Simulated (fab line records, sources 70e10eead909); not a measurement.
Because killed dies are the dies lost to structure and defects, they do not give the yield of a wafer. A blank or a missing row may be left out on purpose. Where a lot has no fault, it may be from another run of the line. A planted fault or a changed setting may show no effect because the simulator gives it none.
Matching of chambers | flow nand harc | 4 sister chambers for NHARC_A_CHANNEL_FILL_D2_ALD_14 on ald hk-04
The step deposits SiO2, target thk 2.5 nm, pulse time 10 s, ald cycles 25. 4 wafers are shown with their chamber, then 8 later ones without.

## WAFERS, EACH WITH ITS CHAMBER
wafer  | chamber | heater power w (W)
L082.2 | 0       | 409
L082.3 | 3       | 548
L082.6 | 1       | 399
L091.2 | 2       | 495

## WAFERS MISSING THEIR CHAMBER
wafer  | heater power w (W)
L091.5 | 531
L091.6 | 506
L090.1 | 496
L090.4 | 395
L090.5 | 498
L097.1 | 441
L097.5 | 447
L097.6 | 520

## WHICH CHAMBER EACH WENT THROUGH
wafer  | from the rows above          | in truth
L091.5 | can't be placed: 3 or 2      | 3
L091.6 | can't be placed: 2 or 3      | 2
L090.1 | 2                            | 2
L090.4 | can't be placed: 1 or 0      | 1
L090.5 | 2                            | 2
L097.1 | can't be placed: 0 or 1 or 2 | 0
L097.5 | can't be placed: 0 or 1 or 2 | 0
L097.6 | can't be placed: 2 or 3      | 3
Placed correctly: 2 of 8. Can't be placed from these rows: 6 (the true chamber is among the candidates in 6). Wrongly placed: 0.
How it was worked out, from the rows above alone: a wafer's distance from a chamber is the root of the sum, over the readings, of the square of ((its reading less the chamber's mean) divided by the reading's scatter). The wafer belongs to the nearest chamber; if the next one is less than 2 further off, it can't be placed. The mean given for a chamber averages the wafers shown for that chamber. The scatter: root of mean squared gap, hidden wafer to nearest shown wafer, with one shown wafer a chamber.
